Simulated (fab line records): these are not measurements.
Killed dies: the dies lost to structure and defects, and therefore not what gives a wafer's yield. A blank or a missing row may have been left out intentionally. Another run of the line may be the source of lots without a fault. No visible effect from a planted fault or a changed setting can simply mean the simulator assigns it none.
Which tool was responsible? | flow n5-finfet | 12 lots, 36 wafers sampled, at 1 step of a route of 1938

== WHAT THE GAUGES SHOWED, per wafer ==
N5_BEOL_M5_CD_MEAS_28: target cd 30.6 nm, target cd y 20 nm.
lot  | measured     | on        | cd-nm (nm)
L076 | day 8 01:29  | cd-sem-03 | 30.63 30.52 30.80
L077 | day 8 19:46  | cd-sem-02 | 30.83 31.62 30.86
L079 | day 9 11:39  | cd-sem-01 | 30.42 30.36 30.77
L082 | day 10 03:23 | cd-sem-01 | 30.50 30.54 30.27
L080 | day 10 09:35 | cd-sem-01 | 30.55 30.56 30.54
L085 | day 11 03:32 | cd-sem-01 | 30.72 30.77 30.89
L087 | day 11 20:50 | cd-sem-02 | 30.21 30.41 30.96
L090 | day 12 06:24 | cd-sem-01 | 31.19 31.23 30.87
L089 | day 12 17:41 | cd-sem-02 | 30.97 30.68 30.63
L094 | day 13 00:59 | cd-sem-02 | 30.58 30.47 30.00
L095 | day 13 06:14 | cd-sem-01 | 30.88 30.53 30.67
L097 | day 14 03:16 | cd-sem-02 | 30.99 31.25 31.22

== EACH LOT AND THE TOOL THAT RAN IT (in order: tool; ch and the chambers of the sampled wafers; start) ==
There is no process step in the record ahead of these readings.

== THE ANSWER, worked out from the rows above alone ==
Rule: usual is defined by the lots themselves. The widest of any qualifying gaps counts: lots, ordered by their means at a reading, are off when they make up no more than a third of the lots, leave a main group of 4 or more, and stand apart from it by 3 or more times the standard deviation of that group's means. Not used: any main group whose means are identical at the precision the tables above print for the reading. Also off: a lot with no number at a reading for which 4 or more lots have one. All remaining lots with rows at the step are treated as sound.
Across all readings shown, no lot is off: no conclusion can be drawn from this.

== WHAT WAS PUT IN BY THE SIMULATOR ==
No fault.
